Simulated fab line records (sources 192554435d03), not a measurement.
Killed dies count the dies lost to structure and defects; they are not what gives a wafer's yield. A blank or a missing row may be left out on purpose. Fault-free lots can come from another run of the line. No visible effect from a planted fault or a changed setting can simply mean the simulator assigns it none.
fab line records	flow n5_finfet
[record] lots = 9	wafers = 26	last_day = 17
route steps=1938 shown BEOL_M2@928 BEOL_M3@1005 BEOL_M4@1111
lots with no fault: from the same line, run without faults
start_h: start of the lot's first displayed wafer, in hours after the record's first day	wait_h: how many hours have passed since the lot's step before this one	" unchanged from the row above	L1.1+2: several wafers, shown together as one row	- no value, or no start given	* or withheld: withheld	< > ~ a bound
route shown NAME@n: NAME is a module with steps in the file, n the number in the route of the first one	usual: the fault-free wafers' mean and standard deviation	same: alike in all rows	chamber/n: place in a boat	sites: the reading at each site	_std_site: the values' standard deviation	_edge_site: mean of outer sites minus mean of inner sites	radius_mm: for every site, how far away it sits from the centre of the wafer	mask NAME#n: copy n	behind: tool/chamber where the wafer was last shaped	hold: why the lot went on hold/how many hours it stayed there/how the hold came to an end	device: which transistor (n, p or np) failed to switch	end of line: at the end of the route, the tests of the same wafers	step lacking rows: just its recipe	killed: at the first sort, the dies lost to defects and structure; wafer yield is something else	map: shows each die of a wafer: x if killed, . if not, _ if none is there
set.NAME: the setting the step ran with; set.NAME@STEP: the setting that earlier step ran with	model.NAME: the simulator's own value behind a step, which no gauge read
route steps across a sampled set of lots; one table per step, one row per wafer
services: from which hour (start_h, from the record's first day; less than 0 if before it) a tool's chamber was out of use, for how many hours, and why
[[steps]]
[step N5_BEOL_M2_DEP_57]
[recipe] material = SiCN	target_thk_a = 80	temp_c = withheld	precursor = 3MS/NH3	pressure_torr = 3	rf_w = 202	time_s = 14
[usual] rf_fwd_power_W = 199.9/0.83	showerhead_plenum_p_Torr = 3.659/0.018	showerhead_vpp_V = 865/27	throttle_valve_pct = 9.1/0.57
lot.wafer	tool	chamber	start_h	wait_h	rf_fwd_power_W	showerhead_plenum_p_Torr	showerhead_vpp_V	throttle_valve_pct
L242.2	pecvd-01	1	148.43	0.0	200.0	3.688	829	9.3
L242.3	"	2	"	"	200.9	3.646	848	8.5
L242.5	"	2	"	"	201.3	3.633	843	8.3
L244.2	pecvd-04	2	163.49	0.0	199.0	3.655	867	8.0
L244.3	"	0	"	"	199.9	3.668	882	9.0
L244.4	"	0	"	"	201.1	3.676	900	9.1
L245.2	pecvd-01	0	175.48	0.0	199.3	3.619	891	10.0
L245.5	"	1	"	"	199.8	3.686	827	9.1
L245.6	"	2	"	"	200.2	3.657	837	8.5
L249.2	pecvd-04	0	196.79	0.0	199.4	3.662	880	8.9
L249.3	"	1	"	"	200.8	3.647	886	9.3
L249.5	"	1	"	"	200.5	3.642	887	9.3
L250.2	pecvd-03	1	200.35	0.0	200.3	3.679	879	9.6
L250.3	"	0	"	"	200.5	3.672	818	9.3
L250.5	"	0	"	"	200.2	3.668	818	9.1
L254.1	pecvd-04	1	235.09	0.0	199.3	3.658	885	9.7
L254.4	"	1	"	"	199.5	3.645	883	9.6
L254.6	"	2	"	"	200.9	3.658	857	7.8
L255.2	pecvd-04	1	244.93	0.0	199.1	3.637	887	9.4
L255.3	"	0	"	"	201.3	3.671	878	9.3
L255.6	"	1	"	"	199.2	3.652	898	9.5
L253.1	pecvd-04	0	247.47	0.0	199.3	3.675	878	9.1
L253.3	"	2	"	"	199.2	3.648	855	8.0
L253.4	"	0	"	"	199.7	3.669	865	9.2
L256.3	pecvd-04	0	252.51	0.0	199.2	3.673	891	9.0
L256.5	"	1	"	"	198.5	3.654	902	9.2
[step N5_BEOL_M3_ANNEAL_91]
[recipe] temp_c = 400	time_s = 240	ambient = vacuum
[usual] heater_power_w = 803/50
lot.wafer	tool	chamber	start_h	wait_h	heater_power_w
L242.2	pvd_sputter-02	-	155.84	0.0	843
L242.3	"	-	"	"	813
L242.5	"	-	"	"	870
L244.2	pvd_sputter-02	-	175.13	0.0	805
L244.3	"	-	"	"	731
L244.4	"	-	"	"	836
L245.2	pvd_sputter-03	-	186.22	0.0	835
L245.5	"	-	"	"	879
L245.6	"	-	"	"	756
L249.2	pvd_sputter-03	-	219.52	0.0	749
L249.3	"	-	"	"	885
L249.5	"	-	"	"	758
L250.2	pvd_sputter-03	-	224.28	0.0	860
L250.3	"	-	"	"	747
L250.5	"	-	"	"	740
L254.1	pvd_sputter-02	-	241.30	0.0	837
L254.4	"	-	"	"	838
L254.6	"	-	"	"	777
L255.2	pvd_sputter-03	-	252.62	0.0	760
L255.3	"	-	"	"	859
L255.6	"	-	"	"	760
L253.1	pvd_sputter-02	-	253.52	0.0	776
L253.3	"	-	"	"	818
L253.4	"	-	"	"	697
L256.3	pvd_sputter-01	-	262.85	0.0	828
L256.5	"	-	"	"	883
[step N5_BEOL_M3_ANNEAL_51]
[recipe] temp_c = 225	time_s = 90	ambient = N2
[usual] wafer_temp_C_max = 225.74/0.29
lot.wafer	tool	chamber	start_h	wait_h	wafer_temp_C_max
L242.2	rtp_anneal-02	0	156.83	0.3	225.55
L242.3	"	0	"	"	225.53
L242.5	"	0	"	"	225.50
L244.2	rtp_anneal-01	0	175.95	0.1	226.01
L244.3	"	0	"	"	226.33
L244.4	"	0	"	"	225.88
L245.2	rtp_anneal-01	0	187.04	0.1	225.89
L245.5	"	0	"	"	225.73
L245.6	"	0	"	"	226.03
L249.2	rtp_anneal-01	0	221.11	0.9	225.98
L249.3	"	0	"	"	226.09
L249.5	"	0	"	"	225.86
L250.2	rtp_anneal-01	0	225.10	0.1	225.50
L250.3	"	0	"	"	225.62
L250.5	"	0	"	"	225.74
L254.1	rtp_anneal-01	0	246.74	0.6	225.70
L254.4	"	0	"	"	225.97
L254.6	"	0	"	"	226.31
L255.2	rtp_anneal-02	0	253.44	0.1	225.67
L255.3	"	0	"	"	225.29
L255.6	"	0	"	"	225.49
L253.1	rtp_anneal-01	0	254.44	0.2	226.10
L253.3	"	0	"	"	226.32
L253.4	"	0	"	"	225.94
L256.3	rtp_anneal-02	0	263.71	0.1	225.68
L256.5	"	0	"	"	225.69
[step N5_BEOL_M3_CMP_52]
[recipe] stop_on = SiOC	t_overpolish_s = 6.8	down_force_psi = 1	platen_rpm = 50	clearing_platen_down_force_psi = 1.5	clearing_platen_rpm = 50	post_cmp_clean = cu_alkaline	target_thk_nm = 40	clearing_platen_pad_velocity_m_s = 0.99484	pad_velocity_m_s = 0.99484
[usual] barrier_field_endpoint_s = 24.6/0.57	motor_current_A = 6.3/0.6	overpolish_run_s = 6.799/0.0091	slurry_filter_dp_kPa = 13.53/0.15	time_to_endpoint_s = 62.1/2.9
[same] t_overpolish_s = 6.8
lot.wafer	tool	chamber	start_h	wait_h	barrier_field_endpoint_s	motor_current_A	overpolish_run_s	slurry_filter_dp_kPa	time_to_endpoint_s
L242.2	cmp-04	1	157.23	0.4	25.2	5.4	6.791	13.50	66.4
L242.3	"	3	"	"	25.1	8.2	6.807	13.67	67.3
L242.5	"	1	"	"	25.1	5.6	6.811	13.68	63.1
L244.3	cmp-01	2	176.20	0.2	24.9	5.8	6.817	13.42	63.8
L244.4	"	3	"	"	24.9	6.1	6.809	13.28	60.6
L244.2	"	0	"	"	24.1	6.4	6.792	13.61	62.4
L245.2	cmp-03	0	187.40	0.3	25.5	5.8	6.794	13.38	66.3
L245.6	"	1	"	"	25.1	6.4	6.779	13.79	64.8
L245.5	"	2	"	"	24.9	5.9	6.789	13.58	61.4
L249.2	cmp-04	1	221.37	0.2	23.3	5.8	6.807	13.63	59.5
L249.3	"	3	"	"	24.0	7.7	6.795	13.41	61.6
L249.5	"	1	"	"	24.1	5.1	6.792	13.45	59.6
L250.3	cmp-03	0	225.39	0.2	24.7	5.6	6.779	13.19	65.8
L250.2	"	2	"	"	23.6	6.3	6.791	13.59	58.5
L250.5	"	3	"	"	25.1	6.3	6.792	13.45	64.0
L254.4	cmp-01	2	247.20	0.3	25.2	5.8	6.804	13.59	63.2
L254.1	"	0	"	"	24.9	6.3	6.799	13.48	63.0
L254.6	"	2	"	"	25.2	5.8	6.798	13.51	61.1
L255.3	cmp-01	2	253.70	0.2	24.9	5.8	6.800	13.49	64.6
L255.2	"	1	"	"	24.4	6.6	6.801	13.55	60.5
L255.6	"	2	"	"	25.4	6.0	6.802	13.58	61.5
L253.1	cmp-04	3	254.78	0.3	24.6	7.7	6.788	13.45	62.0
L253.3	"	0	"	"	24.1	6.8	6.806	13.59	61.0
L253.4	"	1	"	"	24.7	5.5	6.812	13.71	62.4
L256.3	cmp-01	1	264.04	0.3	25.0	6.6	6.798	13.48	62.8
L256.5	"	3	"	"	25.3	6.1	6.799	13.51	59.8
[step N5_BEOL_M3_THK_MEAS_53]
[recipe] thk_meas_gauge = xrf	reads = Cu_of_BEOL_M3_ECD_50
[usual] M3_THK = 39.8/1.4
lot.wafer	tool	chamber	start_h	wait_h	M3_THK[nm]
L242.2	film_metro-02	-	157.49	-	40.9
L242.3	"	-	"	"	41.1
L242.5	"	-	"	"	40.9
L244.2	film_metro-01	-	176.50	-	36.2
L244.3	"	-	"	"	38.3
L244.4	"	-	"	"	38.6
L245.2	film_metro-01	-	187.58	-	39.9
L245.5	"	-	"	"	39.5
L245.6	"	-	"	"	40.9
L249.2	film_metro-01	-	221.67	-	38.5
L249.3	"	-	"	"	39.1
L249.5	"	-	"	"	39.4
L250.2	film_metro-02	-	225.65	-	36.7
L250.3	"	-	"	"	41.2
L250.5	"	-	"	"	40.0
L254.1	film_metro-01	-	247.46	-	40.9
L254.4	"	-	"	"	41.2
L254.6	"	-	"	"	40.8
L255.2	film_metro-02	-	254.00	-	39.5
L255.3	"	-	"	"	39.0
L255.6	"	-	"	"	41.0
L253.1	film_metro-01	-	255.03	-	40.9
L253.3	"	-	"	"	45.9
L253.4	"	-	"	"	41.9
L256.3	film_metro-02	-	264.22	-	47.1
L256.5	"	-	"	"	42.4
[step N5_BEOL_M3_RS_MEAS_58]
[recipe] thk_meas_gauge = four-point-probe	reads = Co_of_BEOL_M3_CO_CAP_55+Cu_of_BEOL_M3_ECD_50+Co_of_BEOL_M3_CVD_47+TaN_of_BEOL_M3_ALD_84
[usual] M3_RS = 0.672/0.03
lot.wafer	tool	chamber	start_h	wait_h	M3_RS[ohm/sq]
L242.2	film_metro-02	-	157.78	0.1	0.639
L242.3	"	-	"	"	0.639
L242.5	"	-	"	"	0.640
L244.2	film_metro-02	-	176.79	0.1	0.760
L244.3	"	-	"	"	0.697
L244.4	"	-	"	"	0.697
L245.2	film_metro-02	-	187.84	0.1	0.662
L245.5	"	-	"	"	0.671
L245.6	"	-	"	"	0.642
L249.2	film_metro-01	-	221.96	0.1	0.712
L249.3	"	-	"	"	0.695
L249.5	"	-	"	"	0.684
L250.2	film_metro-02	-	225.94	0.1	0.733
L250.3	"	-	"	"	0.645
L250.5	"	-	"	"	0.664
L254.1	film_metro-01	-	247.83	0.0	0.650
L254.4	"	-	"	"	0.646
L254.6	"	-	"	"	0.650
L255.2	film_metro-02	-	254.27	0.1	0.684
L255.3	"	-	"	"	0.693
L255.6	"	-	"	"	0.650
L253.1	film_metro-02	-	255.49	0.0	0.652
L253.3	"	-	"	"	0.561
L253.4	"	-	"	"	0.626
L256.3	film_metro-02	-	264.48	0.1	0.541
L256.5	"	-	"	"	0.624
[step N5_BEOL_M4_RC_MEAS_101]
[usual] DIBL_N = 36.0/1.4	DIBL_P = 36.1/1.4	IOFF_N = 0.153/0.02	IOFF_P = 0.211/0.026	ION_N = 673/8.7	ION_P = 463/6.7	SS_N = 71.5/0.5	SS_P = 73.3/0.54	VT_N = 250.1/2.4	VT_P = -250.2/2.9
lot.wafer	tool	chamber	start_h	wait_h	DIBL_N[mV/V]	DIBL_P[mV/V]	IOFF_N[nA/um]	IOFF_P[nA/um]	ION_N[uA/um]	ION_P[uA/um]	SS_N[mV/dec]	SS_P[mV/dec]	VT_N[mV]	VT_P[mV]
L242.2	prober-01	0	180.76	0.2	36.9	35.7	0.169	0.195	674	459	72.0	73.6	250.0	-252.6
L242.3	"	0	"	"	34.7	33.8	0.130	0.173	668	460	71.6	72.5	255.9	-253.0
L242.5	"	0	"	"	35.8	34.9	0.143	0.187	673	456	71.6	73.9	253.5	-253.9
L244.2	prober-01	0	188.82	0.2	38.0	35.9	0.154	0.196	667	454	71.5	73.9	250.2	-250.9
L244.3	"	0	"	"	37.3	34.0	0.138	0.168	668	448	71.7	72.9	249.0	-253.1
L244.4	"	0	"	"	37.5	34.4	0.139	0.178	671	457	71.3	73.1	252.9	-254.4
L245.2	prober-02	0	202.42	0.2	34.5	35.0	0.131	0.171	666	456	71.5	72.7	252.6	-254.4
L245.5	"	0	"	"	35.4	36.9	0.152	0.188	674	463	70.7	74.0	249.2	-253.0
L245.6	"	0	"	"	37.4	38.7	0.186	0.217	685	463	71.4	73.5	247.3	-250.4
L249.2	prober-01	0	239.37	0.2	37.4	38.2	0.177	0.241	680	465	72.0	73.2	249.7	-247.3
L249.3	"	0	"	"	36.4	36.8	0.162	0.219	678	466	71.5	72.6	248.2	-247.1
L249.5	"	0	"	"	38.7	39.7	0.215	0.275	690	469	72.2	73.7	247.5	-246.1
L250.2	prober-01	0	246.75	0.2	34.6	35.7	0.140	0.202	667	464	71.3	73.1	250.4	-249.8
L250.3	"	0	"	"	34.2	35.0	0.127	0.192	671	464	70.6	73.6	252.5	-248.7
L250.5	"	0	"	"	35.7	36.7	0.151	0.220	683	470	72.0	73.2	249.6	-248.1
L254.1	prober-02	0	270.56	1.0	36.3	34.9	0.140	0.200	671	461	71.4	73.5	251.0	-252.4
L254.4	"	0	"	"	39.0	38.9	0.194	0.270	686	473	72.1	73.7	246.8	-247.8
L254.6	"	0	"	"	38.2	37.0	0.165	0.248	676	471	71.9	74.3	247.8	-247.6
L255.2	prober-02	0	271.95	1.5	38.1	38.3	0.197	0.275	691	467	72.3	74.0	248.2	-244.3
L255.3	"	0	"	"	35.8	35.9	0.165	0.225	683	473	72.1	73.4	246.7	-250.4
L255.6	"	0	"	"	36.0	36.6	0.167	0.232	679	468	71.6	73.6	246.9	-249.3
L253.1	prober-02	0	272.72	0.3	38.4	39.0	0.212	0.271	686	470	73.1	74.2	245.6	-246.8
L253.3	"	0	"	"	35.7	35.6	0.159	0.207	677	466	71.9	72.5	247.4	-251.6
L253.4	"	0	"	"	36.0	36.5	0.156	0.224	678	462	71.1	73.5	248.3	-248.4
L256.3	prober-02	0	282.04	0.9	36.6	36.2	0.143	0.192	672	464	71.6	73.2	251.8	-251.3
L256.5	"	0	"	"	37.2	36.1	0.146	0.205	671	463	71.2	72.9	252.6	-251.0
[[services]]
tool	chamber	start_h	hours	kind
pecvd-04	2	137.84	5.5	scheduled_down
cmp-03	-	140.62	0.4	repair
cmp-01	-	143.04	0.4	repair
cmp-03	-	144.66	6.4	pm
pecvd-01	2	149.07	13.8	repair
cmp-01	-	150.96	1.3	repair
cmp-03	-	152.54	0.2	repair
cmp-03	-	154.43	4.8	pm
pecvd-04	-	158.12	1.4	repair
cmp-03	-	161.85	6.4	repair
cmp-04	-	175.54	6.0	repair
pecvd-04	0	175.95	2.1	scheduled_down
pecvd-03	-	187.92	0.5	repair
pecvd-04	1	188.36	2.1	scheduled_down
pecvd-01	-	196.57	1.0	repair
cmp-01	-	210.55	4.1	pm
cmp-03	-	226.24	1.2	repair
pecvd-03	-	232.47	0.8	repair
cmp-04	-	235.82	1.6	repair
cmp-04	-	242.09	4.0	pm
cmp-04	-	246.09	-	consumable_replace:conditioner
cmp-03	-	248.30	4.0	pm
cmp-03	-	252.82	19.2	pm
cmp-01	-	252.97	0.3	repair
[[key]]
[first_sign] step = N5_BEOL_M3_THK_MEAS_53	reading = M3_THK	direction = up	sigmas = 4.9	usual = 39.8	struck = 46.5
[effect] step = N5_BEOL_M3_RS_MEAS_58	reading = M3_RS	direction = down	sigmas = 4.1	usual = 0.672	struck = 0.551
met_at N5_BEOL_M2_DEP_57
struck_lots L253,L256
struck_wafers L253.3,L256.3
not_acting_at N5_BEOL_M3_ANNEAL_91,N5_BEOL_M3_ANNEAL_51,N5_BEOL_M3_CMP_52
onset_between 244.93 247.47
[fault] kind = process_parameter_drift	tool = pecvd-04	chamber = -	onset_h = 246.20	steps = N5_BEOL_M2_DEP_57	channel = time_s	offset = *	shape = step	end_h = 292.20	scope = struck_wafers_only	acts_in = *	stated = *
